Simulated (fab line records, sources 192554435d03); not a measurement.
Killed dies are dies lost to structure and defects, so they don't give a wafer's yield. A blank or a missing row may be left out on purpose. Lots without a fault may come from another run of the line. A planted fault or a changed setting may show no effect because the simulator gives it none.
Chamber matching | flow n5_finfet | N5_BEOL_M2_ALD_98 on ald_sin-01: 4 sister chambers
The step deposits SiO2, target thk 2.5 nm, pulse time 1 s, co reactant pulse time 1 s. 4 wafers are shown with their chamber, then 11 later ones without.

WAFERS WITH THEIR CHAMBER
wafer  | chamber | heater_power_w (W)
L085.3 | 3       | 83
L087.1 | 1       | 73
L087.4 | 2       | 76
L092.3 | 0       | 78

WAFERS WITHOUT THEIR CHAMBER
wafer  | heater_power_w (W)
L092.4 | 76
L092.5 | 73
L093.1 | 76
L093.4 | 79
L093.6 | 75
L095.1 | 79
L095.2 | 75
L095.3 | 78
L095.4 | 79
L095.5 | 77
L095.6 | 75

WHICH CHAMBER EACH WENT THROUGH
wafer  | from the rows above     | in truth
L092.4 | 2                       | 2
L092.5 | 1                       | 1
L093.1 | 2                       | 2
L093.4 | 0                       | 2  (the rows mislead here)
L093.6 | can't be placed: 2 or 1 | 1
L095.1 | 0                       | 0
L095.2 | can't be placed: 2 or 1 | 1
L095.3 | 0                       | 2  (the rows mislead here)
L095.4 | 0                       | 0
L095.5 | can't be placed: 0 or 2 | 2
L095.6 | can't be placed: 2 or 1 | 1
Placed correctly: 5 of 11. Can't be placed from these rows: 4 (the true chamber is among the candidates in 4). Placed wrongly: 2.
How it was worked out, from the rows above alone: a wafer's distance from a chamber is the root of the sum, over the readings, of the square of ((its reading less the chamber's mean) divided by the reading's scatter). The wafer belongs to the nearest chamber; if the next one is less than 2 further off, it can't be placed. A chamber's mean is the mean of its shown wafers. The scatter: with one shown wafer a chamber, the root of the mean of the squares of how far each hidden wafer lies from its nearest shown one.
